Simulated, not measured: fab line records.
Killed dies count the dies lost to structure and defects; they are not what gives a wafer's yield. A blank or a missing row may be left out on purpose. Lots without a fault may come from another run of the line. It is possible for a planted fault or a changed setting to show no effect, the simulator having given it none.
Chamber matching || flow n5_finfet || N5_BEOL_M3_DEP_57 on pecvd-02 has 3 sister chambers
The step deposits SiCN from 3MS/NH3, target thk 8 nm, time 14 s. 3 wafers are shown with their chamber, then 9 later ones without.

WAFERS, EACH WITH ITS CHAMBER
{"wafer": "L082.5", "chamber": 2, "throttle_valve_pct (%)": 9.0}
{"wafer": "L085.4", "chamber": 1, "throttle_valve_pct (%)": 8.8}
{"wafer": "L085.6", "chamber": 0, "throttle_valve_pct (%)": 9.0}

WAFERS WHOSE CHAMBER IS MISSING
{"wafer": "L095.2", "throttle_valve_pct (%)": 9.0}
{"wafer": "L095.4", "throttle_valve_pct (%)": 8.4}
{"wafer": "L095.6", "throttle_valve_pct (%)": 9.5}
{"wafer": "L096.1", "throttle_valve_pct (%)": 9.4}
{"wafer": "L096.5", "throttle_valve_pct (%)": 8.6}
{"wafer": "L096.6", "throttle_valve_pct (%)": 9.5}
{"wafer": "L097.1", "throttle_valve_pct (%)": 9.0}
{"wafer": "L097.3", "throttle_valve_pct (%)": 9.4}
{"wafer": "L097.5", "throttle_valve_pct (%)": 8.9}

EACH ONE'S CHAMBER
{"wafer": "L095.2", "from the rows above": "can't be placed: 0 or 2 or 1", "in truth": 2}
{"wafer": "L095.4", "from the rows above": "can't be placed: 1 or 0 or 2", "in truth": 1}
{"wafer": "L095.6", "from the rows above": "can't be placed: 0 or 2 or 1", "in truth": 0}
{"wafer": "L096.1", "from the rows above": "can't be placed: 0 or 2 or 1", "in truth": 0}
{"wafer": "L096.5", "from the rows above": "can't be placed: 1 or 0 or 2", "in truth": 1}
{"wafer": "L096.6", "from the rows above": "can't be placed: 0 or 2 or 1", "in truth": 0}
{"wafer": "L097.1", "from the rows above": "can't be placed: 0 or 2 or 1", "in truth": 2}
{"wafer": "L097.3", "from the rows above": "can't be placed: 0 or 2 or 1", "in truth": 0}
{"wafer": "L097.5", "from the rows above": "can't be placed: 0 or 1 or 2", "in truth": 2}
0 of 9 placed correctly. From these rows, 9 cannot be placed; in 9 the true chamber is one of the candidates. 0 placed wrongly.
How it was worked out, from the rows above alone: a wafer's distance from a chamber is the root of the sum, over the readings, of the square of ((its reading less the chamber's mean) divided by the reading's scatter). The wafer belongs to the nearest chamber; if the next one is less than 2 further off, it can't be placed. The mean given for a chamber averages the wafers shown for that chamber. The scatter: with one shown wafer a chamber, the root of the mean of the squares of how far each hidden wafer lies from its nearest shown one.
